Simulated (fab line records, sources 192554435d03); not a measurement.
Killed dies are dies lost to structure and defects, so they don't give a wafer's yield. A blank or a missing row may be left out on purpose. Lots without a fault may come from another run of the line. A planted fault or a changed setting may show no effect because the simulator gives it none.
fab line records | flow n5_finfet | part 2 of 2: steps 5 to 6 of 6
record lots=23 wafers=69 last_day=17
route steps=1938 shown BEOL_M0@737 BEOL_M1@773
lots that met no fault: from a run of the same line without faults
start_h: hours from the record's first day to the start of the lot's first wafer shown | wait_h: hours since the lot's step before | " the same as in the row above | L1.1+2: a row that stands for several wafers | - no value, or no start given | * or withheld: withheld | < > ~ a bound
route shown NAME@n: a module of which the file shows steps, and the number in the route of the first | usual: mean/standard deviation of fault-free wafers | same: alike in all rows | chamber/n: place in a boat | sites: the reading at each site | _std_site: their standard deviation | _edge_site: outer sites' mean less inner sites' | radius_mm: how far each site lies from the wafer's centre | mask NAME#n: copy n | behind: the tool/chamber that last shaped the wafer | hold: why the lot was held/for how many hours/how that ended | device: the transistor (n, p or np) that didn't switch | end of line: the same wafers' tests at the end of the route | a step without rows: its recipe alone | killed: dies lost to structure and defects at the first sort, not the wafer's yield | map: a wafer's dies, x killed, . not, _ none there
set.NAME: the setting as run; set.NAME@STEP: as run at that earlier step | model.NAME: the simulator's own value behind a step, which no gauge read
steps of the route over a sample of lots; a table a step, a row a wafer
services: from which hour (start_h, from the record's first day; less than 0 if before it) a tool's chamber was out of use, for how many hours, and why
## steps
# step N5_BEOL_M1_TRENCH_ETCH_37
# recipe chemistry=C4F6/O2 target_depth_a=552.07 target=SiOC time_s=29 ion_energy_ev=250 pressure_mtorr=30 source_w=355 bias_w=185 Ar_flow_sccm=300 C4F6_flow_sccm=10 O2_flow_sccm=10
# usual chamber_pressure_mTorr=30.00/0.031 drypump_motor_current_A=5.9/0.42 oes_o_777_au=0.81/0.084 oes_product_au=0.81/0.087 rf_vpp_V=668/8.2 showerhead_plenum_p_Torr=2.89/0.099 throttle_valve_pct=20.80/0.25
# columns lot.wafer tool chamber start_h wait_h chamber_pressure_mTorr drypump_motor_current_A oes_o_777_au oes_product_au rf_hours_counter_h rf_vpp_V showerhead_plenum_p_Torr throttle_valve_pct
L074.3 rie_diel-03 1 - - 29.98 5.9 0.75 0.75 145 666 2.97 21.09
L074.4 " 0 " " 29.96 6.7 0.94 0.96 1 678 2.80 20.74
L074.5 " 1 " " 30.02 5.9 0.76 0.75 - 667 2.97 21.07
L075.2 rie_diel-02 1 - - 30.05 6.2 0.76 0.76 136 677 2.96 20.48
L075.3 " 0 " " 30.00 6.0 0.84 0.85 - 673 3.00 20.51
L075.5 " 1 " " 30.00 6.3 0.76 0.77 - 676 2.96 20.50
L076.2 rie_diel-06 2 - - 29.98 5.2 0.90 0.89 33 677 2.90 20.79
L076.4 " 1 " " 30.01 6.1 0.94 0.95 12 659 2.92 20.57
L076.6 " 1 " " 29.97 6.1 0.94 0.95 - 659 2.92 20.58
L077.2 rie_diel-03 1 - - 30.03 6.0 0.75 0.75 153 666 2.97 21.08
L077.4 " 3 " " 29.96 5.3 0.68 0.68 240 678 2.82 21.25
L077.5 " 3 " " 30.04 5.3 0.68 0.68 - 676 2.81 21.25
L078.3 rie_diel-06 3 - - 30.00 5.9 0.85 0.85 78 659 2.99 20.54
L078.4 " 0 " " 30.00 5.9 0.68 0.67 232 656 2.81 21.00
L078.5 " 2 " " 30.02 5.3 0.89 0.88 - 677 2.90 20.81
L079.1 rie_diel-06 1 - - 30.01 6.1 0.94 0.95 15 659 2.92 20.56
L079.2 " 3 " " 29.96 5.8 0.85 0.84 79 655 2.99 20.56
L079.6 " 1 " " 30.00 6.1 0.93 0.93 - 660 2.92 20.59
L080.1 rie_diel-06 2 - - 30.03 5.2 0.88 0.89 39 678 2.90 20.80
L080.2 " 1 " " 29.99 6.1 0.92 0.92 18 660 2.92 20.58
L080.5 " 0 " " 29.97 5.9 0.67 0.67 - 656 2.81 21.01
L081.2 rie_diel-06 0 - - 30.01 6.0 0.68 0.67 238 656 2.81 21.03
L081.3 " 1 " " 30.02 6.2 0.92 0.92 20 658 2.92 20.59
L081.4 " 3 " " 29.93 5.9 0.84 0.83 84 657 2.99 20.55
L083.2 rie_diel-03 1 - - 29.98 6.0 0.75 0.74 164 667 2.96 21.10
L083.3 " 0 " " 30.00 6.7 0.88 0.91 20 676 2.80 20.77
L083.6 " 3 " " 29.99 5.4 0.67 0.68 - 676 2.81 21.24
L084.2 rie_diel-03 2 - - 30.05 5.3 0.76 0.75 150 666 2.73 20.92
L084.3 " 0 " " 30.04 6.7 0.86 0.88 25 677 2.79 20.78
L084.6 " 2 " " 29.97 5.3 0.75 0.75 - 665 2.73 20.91
L085.1 rie_diel-02 3 - - 29.93 5.6 0.94 0.95 14 672 3.04 20.74
L085.4 " 1 " " 30.02 6.3 0.74 0.74 156 676 2.95 20.50
L085.5 " 2 " " 30.01 6.2 0.73 0.73 - 664 2.72 21.25
L086.4 rie_diel-06 0 - - 29.94 6.0 0.67 0.67 243 655 2.81 21.02
L086.5 " 1 " " 30.04 6.1 0.91 0.91 - 660 2.91 20.58
L086.6 " 0 " " 30.00 6.0 0.67 0.66 - 656 2.81 21.03
L087.3 rie_diel-02 2 - - 29.99 6.2 0.73 0.74 197 663 2.72 21.24
L087.4 " 2 " " 29.99 6.2 0.74 0.73 - 663 2.72 21.23
L087.6 " 3 " " 30.04 5.5 0.93 0.93 - 670 3.04 20.74
L088.1 rie_diel-03 3 - - 29.99 5.4 0.92 0.95 5 676 2.81 20.91
L088.4 " 0 " " 30.02 6.6 0.85 0.87 34 676 2.79 20.79
L088.6 " 3 " " 29.98 5.4 0.93 0.96 - 675 2.81 20.91
L089.1 rie_diel-03 1 - - 30.01 5.9 0.73 0.73 179 666 2.95 21.13
L089.2 " 0 " " 30.05 6.7 0.86 0.88 35 677 2.79 20.79
L089.4 " 2 " " 30.06 5.3 0.74 0.74 159 665 2.73 20.90
L090.2 rie_diel-06 0 - - 30.02 6.0 0.67 0.66 248 655 2.81 21.03
L090.3 " 2 " " 29.97 5.2 0.87 0.87 50 677 2.89 20.82
L090.5 " 1 " " 29.98 6.2 0.90 0.90 - 660 2.91 20.60
L091.1 rie_diel-02 1 - - 29.97 6.2 0.74 0.72 168 676 2.95 20.54
L091.3 " 3 " " 30.03 5.6 0.91 0.92 26 670 3.03 20.77
L091.6 " 1 " " 30.03 6.2 0.73 0.74 - 676 2.95 20.53
L092.3 rie_diel-06 2 - - 29.98 5.2 0.85 0.85 - 678 2.89 20.81
L092.5 " 3 " " 30.02 5.9 0.82 0.81 - 656 2.98 20.59
L092.6 " 2 " " 30.02 5.2 0.86 0.84 - 679 2.89 20.82
L094.1 rie_diel-02 0 - - 29.99 6.0 0.80 0.81 91 673 2.99 20.58
L094.5 " 1 " " 30.05 6.2 0.73 0.71 - 675 2.95 20.53
L094.6 " 2 " " 30.05 6.2 0.73 0.72 - 662 2.72 21.26
L093.2 rie_diel-06 3 - - 30.06 5.8 0.83 0.81 - 657 2.98 20.59
L093.4 " 3 " " 29.96 5.9 0.83 0.80 - 657 2.98 20.60
L093.6 " 3 " " 30.04 5.8 0.83 0.81 - 657 2.98 20.59
L095.2 rie_diel-02 0 - - 29.93 6.1 0.80 0.80 93 671 2.99 20.57
L095.4 " 3 " " 30.02 5.6 0.90 0.91 33 671 3.03 20.77
L095.6 " 1 " " 30.00 6.3 0.72 0.72 - 674 2.95 20.54
L096.1 rie_diel-02 0 - - 30.00 6.0 0.80 0.80 96 671 2.99 20.57
L096.2 " 3 " " 30.01 5.6 0.90 0.90 36 670 3.03 20.78
L096.6 " 2 " " 30.02 6.2 0.72 0.73 - 662 2.71 21.28
L097.2 rie_diel-02 3 - - 29.98 5.6 0.88 0.88 40 670 3.03 20.78
L097.3 " 2 " " 29.93 6.2 0.72 0.72 216 663 2.71 21.27
L097.5 " 3 " " 29.94 5.6 0.89 0.88 - 670 3.02 20.79
# step N5_BEOL_M1_SPUTTER_48
# recipe material=Cu target_thk_a=45 temp_c=-20 chamber_pressure_pa=0.07 power_w=withheld time_s=8.29
# usual throttle_valve_pct=29.9/1.3
# columns lot.wafer tool chamber start_h wait_h throttle_valve_pct
L074.3 pvd_sputter-03 - 126.80 0.1 29.2
L074.4 " - " " 31.3
L074.5 " - " " 30.8
L075.2 pvd_sputter-03 - 143.30 0.1 31.1
L075.3 " - " " 30.6
L075.5 " - " " 29.1
L076.2 pvd_sputter-01 - 148.14 0.1 27.9
L076.4 " - " " 30.5
L076.6 " - " " 29.5
L077.2 pvd_sputter-03 - 149.23 0.1 31.3
L077.4 " - " " 30.6
L077.5 " - " " 29.2
L078.3 pvd_sputter-02 - 155.51 0.1 30.7
L078.4 " - " " 29.6
L078.5 " - " " 29.5
L079.1 pvd_sputter-03 - 158.19 0.1 31.1
L079.2 " - " " 31.3
L079.6 " - " " 31.4
L080.1 pvd_sputter-02 - 170.66 0.3 30.7
L080.2 " - " " 29.4
L080.5 " - " " 29.6
L081.2 pvd_sputter-03 - 176.37 0.2 31.1
L081.3 " - " " 30.5
L081.4 " - " " 31.1
L083.2 pvd_sputter-02 - 179.20 0.2 29.2
L083.3 " - " " 30.8
L083.6 " - " " 29.3
L084.2 pvd_sputter-03 - 188.95 0.2 30.8
L084.3 " - " " 31.2
L084.6 " - " " 31.1
L085.1 pvd_sputter-02 - 196.13 0.1 30.6
L085.4 " - " " 30.7
L085.5 " - " " 29.3
L086.4 pvd_sputter-03 - 205.67 0.0 30.5
L086.5 " - " " 31.1
L086.6 " - " " 31.3
L087.3 pvd_sputter-02 - 207.50 0.1 31.0
L087.4 " - " " 29.5
L087.6 " - " " 29.6
L088.1 pvd_sputter-02 - 216.18 0.1 30.9
L088.4 " - " " 30.9
L088.6 " - " " 29.6
L089.1 pvd_sputter-01 - 220.37 0.1 27.8
L089.2 " - " " 29.8
L089.4 " - " " 26.7
L090.2 pvd_sputter-03 - 225.38 0.2 29.0
L090.3 " - " " 30.6
L090.5 " - " " 31.0
L091.1 pvd_sputter-01 - 230.87 0.1 30.5
L091.3 " - " " 26.4
L091.6 " - " " 30.3
L092.3 pvd_sputter-01 - 240.38 0.2 29.9
L092.5 " - " " 27.7
L092.6 " - " " 26.4
L094.1 pvd_sputter-03 - 243.19 0.1 29.2
L094.5 " - " " 30.7
L094.6 " - " " 31.1
L093.2 pvd_sputter-01 - 245.02 0.1 30.4
L093.4 " - " " 29.9
L093.6 " - " " 29.6
L095.2 pvd_sputter-03 - 249.02 0.1 31.4
L095.4 " - " " 30.9
L095.6 " - " " 31.0
L096.1 pvd_sputter-01 - 260.27 1.2 30.5
L096.2 " - " " 29.9
L096.6 " - " " 30.4
L097.2 pvd_sputter-03 - 273.29 0.1 30.5
L097.3 " - " " 31.0
L097.5 " - " " 30.5
## services
# columns tool chamber start_h hours kind
rie_diel-03 0 98.81 - clean
rie_diel-03 0 98.81 - consumable_replace:focus_ring
rie_diel-03 0 98.81 21.2 scheduled_down
rie_diel-03 0 98.81 21.2 vent_cycle
rie_diel-02 1 113.73 15.6 repair
rie_diel-06 2 117.42 1.2 repair
rie_diel-02 3 129.56 - clean
rie_diel-02 3 129.56 - consumable_replace:focus_ring
rie_diel-02 3 129.56 - consumable_replace:showerhead
rie_diel-02 3 153.75 1.5 repair
rie_diel-03 3 164.52 1.7 repair
cvd_co-01 2 178.45 2.3 repair
rie_diel-06 - 179.18 14.6 pm
cvd_co-02 0 183.03 9.2 repair
cvd_co-02 - 192.72 6.9 pm
rie_diel-02 0 201.01 9.1 repair
rie_diel-02 2 223.76 6.1 repair
cvd_co-01 - 234.99 6.0 pm
rie_diel-02 2 237.18 4.4 repair
rie_diel-06 2 241.17 1.2 repair
cvd_co-02 2 248.60 21.1 repair
cvd_co-01 - 249.98 0.8 repair
rie_diel-06 3 259.63 4.8 repair
cvd_co-02 - 271.48 0.3 repair
